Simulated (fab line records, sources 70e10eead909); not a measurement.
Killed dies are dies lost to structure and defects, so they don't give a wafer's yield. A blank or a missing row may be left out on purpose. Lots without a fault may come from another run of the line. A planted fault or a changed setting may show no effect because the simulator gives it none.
Chamber matching | flow nand_harc | NHARC_A_ONON_D1_DEP_33 on pecvd-03: 3 sister chambers
The step deposits SiO2, target thk 200 nm. 3 wafers are shown with their chamber, then 7 later ones without.

WAFERS WITH THEIR CHAMBER
wafer  | chamber | showerhead_vpp_V (V)
L081.4 | 1       | 1816
L085.2 | 0       | 1922
L085.3 | 2       | 1696

WAFERS WITHOUT THEIR CHAMBER
wafer  | showerhead_vpp_V (V)
L085.5 | 1807
L089.2 | 1697
L089.5 | 1813
L089.6 | 1670
L093.1 | 1688
L093.2 | 1917
L093.6 | 1797

WHICH CHAMBER EACH WENT THROUGH
wafer  | from the rows above | in truth
L085.5 | 1                   | 1
L089.2 | 2                   | 2
L089.5 | 1                   | 1
L089.6 | 2                   | 2
L093.1 | 2                   | 2
L093.2 | 0                   | 0
L093.6 | 1                   | 1
Placed correctly: 7 of 7. Can't be placed from these rows: 0. Placed wrongly: 0.
How it was worked out, from the rows above alone: a wafer's distance from a chamber is the root of the sum, over the readings, of the square of ((its reading less the chamber's mean) divided by the reading's scatter). The wafer belongs to the nearest chamber; if the next one is less than 2 further off, it can't be placed. A chamber's mean is the mean of its shown wafers. The scatter: with one shown wafer a chamber, the root of the mean of the squares of how far each hidden wafer lies from its nearest shown one.
